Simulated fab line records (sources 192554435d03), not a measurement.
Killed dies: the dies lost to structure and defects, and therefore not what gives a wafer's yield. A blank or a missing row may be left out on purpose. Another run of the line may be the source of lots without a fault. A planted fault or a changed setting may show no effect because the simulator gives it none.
A struck lot beside a sound one | flow n5_finfet | 14 steps out of a route of 1938
Sound: these wafers, L184.1, L184.2, L184.6. Struck: wafer L200.4; the same lot's L200.6 was not struck, so it is left out; see the end for the cause.
Order at every step that has rows: each side's tool, ch and its chambers, its first start. Under that, the readings that differ: sound wafers | struck wafers | difference of the means | sigmas: that difference in standard deviations of wafers without a fault.
alike: readings with means less than 2 such deviations apart, plus words and numbers identical on both sides. not compared: withheld readings, readings lacking a value on some wafer, bounds such as >300 that could conceal the same value, and numbers that have no deviation in the record and whose values overlap.
Wherever a step has rows on one side only, a row that says differs or no value, or a row with sigmas, the two part there. Numbers that don't overlap but have no deviation are shown without sigmas and don't part them. A reading missing from all wafers of one side parts the sides only when that side holds two or more wafers.

first, 3 steps without rows for these wafers: N5_BEOL_M6_EXPOSE_25 (exposes mask V5, target cd 40 nm); N5_BEOL_M6_PEB_26 (peb time 60 s); N5_BEOL_M6_DEVELOP_27 (develop time 30 s).
N5_BEOL_M6_CD_MEAS_28 targets a cd of 40 nm.
  sound on cd_sem-03 ch 0, day 9 10:22; struck on cd_sem-03 ch 0, day 13 14:20
  alike: cd_nm
N5_BEOL_M6_OVL_MEAS_29:
  sound on overlay-02 ch 0, day 9 10:24; struck on overlay-02 ch 0, day 13 14:23
  alike: V5_OVL
N5_BEOL_M6_INSPECT_30: inspects for defects (brightfield).
  sound on defect_inspect-01 at day 9 10:28; struck on defect_inspect-02 at day 13 14:25
  alike: raw_defect_count
N5_BEOL_M6_DESCUM_33: chemistry O2, time 7 s.
  sound on rie_diel-05 ch 0,2,3, day 9 10:30; struck on rie_diel-01 ch 2, day 13 15:37
  reading                         | sound          | struck | difference | sigmas
  showerhead_plenum_p_Torr (Torr) | 2.07 2.07 2.13 | 2.26   | +0.17      | +2
  alike: drypump_motor_current_A, oes_product_au, rf_vpp_V, throttle_valve_pct
  not compared: rf_hours_counter_h
N5_BEOL_M6_ETCH_72: etches underlayer in N2/H2, target depth 6.5 nm, time 5.2 s.
  sound on rie_diel-05 ch 0,2,3, day 9 10:32; struck on rie_diel-01 ch 2, day 13 15:40
  reading      | sound             | struck | difference | sigmas
  rf_vpp_V (V) | 523.1 520.5 523.6 | 528.7  | +6.3       | +2
  alike: drypump_motor_current_A, etch_rf_on_time_s, n2_flow_sccm, oes_product_au, showerhead_plenum_p_Torr, throttle_valve_pct
  not compared: rf_hours_counter_h
N5_BEOL_M6_ETCH_65: etches SiARC in CF4, target depth 15.6 nm, time 26 s.
  sound on rie_diel-05 ch 0,2,3, day 9 10:33; struck on rie_diel-01 ch 2, day 13 15:41
  alike: drypump_motor_current_A, etch_rf_on_time_s, oes_product_au, rf_vpp_V, showerhead_plenum_p_Torr, throttle_valve_pct
  not compared: rf_hours_counter_h
N5_BEOL_M6_ETCH_66: etches SOC in N2/H2, target depth 80 nm, overetch 16 nm, time 120 s.
  sound on rie_diel-05 ch 0,2,3, day 9 10:35; struck on rie_diel-01 ch 2, day 13 15:42
  reading      | sound             | struck | difference | sigmas
  rf_vpp_V (V) | 522.3 522.4 523.9 | 528.8  | +5.9       | +2
  alike: drypump_motor_current_A, n2_flow_sccm, oes_product_au, showerhead_plenum_p_Torr, throttle_valve_pct
  not compared: rf_hours_counter_h
then, 2 steps without rows for these wafers: N5_BEOL_M6_STRIP_69 (strips in N2/H2); N5_BEOL_M6_STRIP_73 (strips in N2/H2).
N5_BEOL_M6_VIA_ETCH_34: etches SiCOH lowk in C4F6/O2, target depth 126.3 nm, time 50.9 s.
  sound on rie_diel-05 ch 0,2,3, day 9 10:41; struck on rie_diel-01 ch 2, day 13 15:48
  reading                                  | sound             | struck | difference | sigmas
  oes_product_au (a.u.)                    | 0.67 0.90 0.86    | 1.24   | +0.43      | +5
  model.etch.depth_nm (nm)                 | 124.7 127.2 126.8 | 212.7  | +86.5      |
  model.SOC_of_BEOL_M6_COAT_63.thk_nm (nm) | 54 53.8 53.6      | 49.4   | -4.4       |
  alike: drypump_motor_current_A, rf_vpp_V, showerhead_plenum_p_Torr, throttle_valve_pct
  not compared: rf_hours_counter_h, model.BEOL_M6.cd_nm
then, 1 step without rows for these wafers: N5_BEOL_M6_STRIP_76 (strips in C4F6/O2).

== WHERE THEY PART ==
Last at N5_BEOL_M6_VIA_ETCH_34 as far as this record goes, first at N5_BEOL_M6_DESCUM_33.

WHY: the cause the simulator had injected
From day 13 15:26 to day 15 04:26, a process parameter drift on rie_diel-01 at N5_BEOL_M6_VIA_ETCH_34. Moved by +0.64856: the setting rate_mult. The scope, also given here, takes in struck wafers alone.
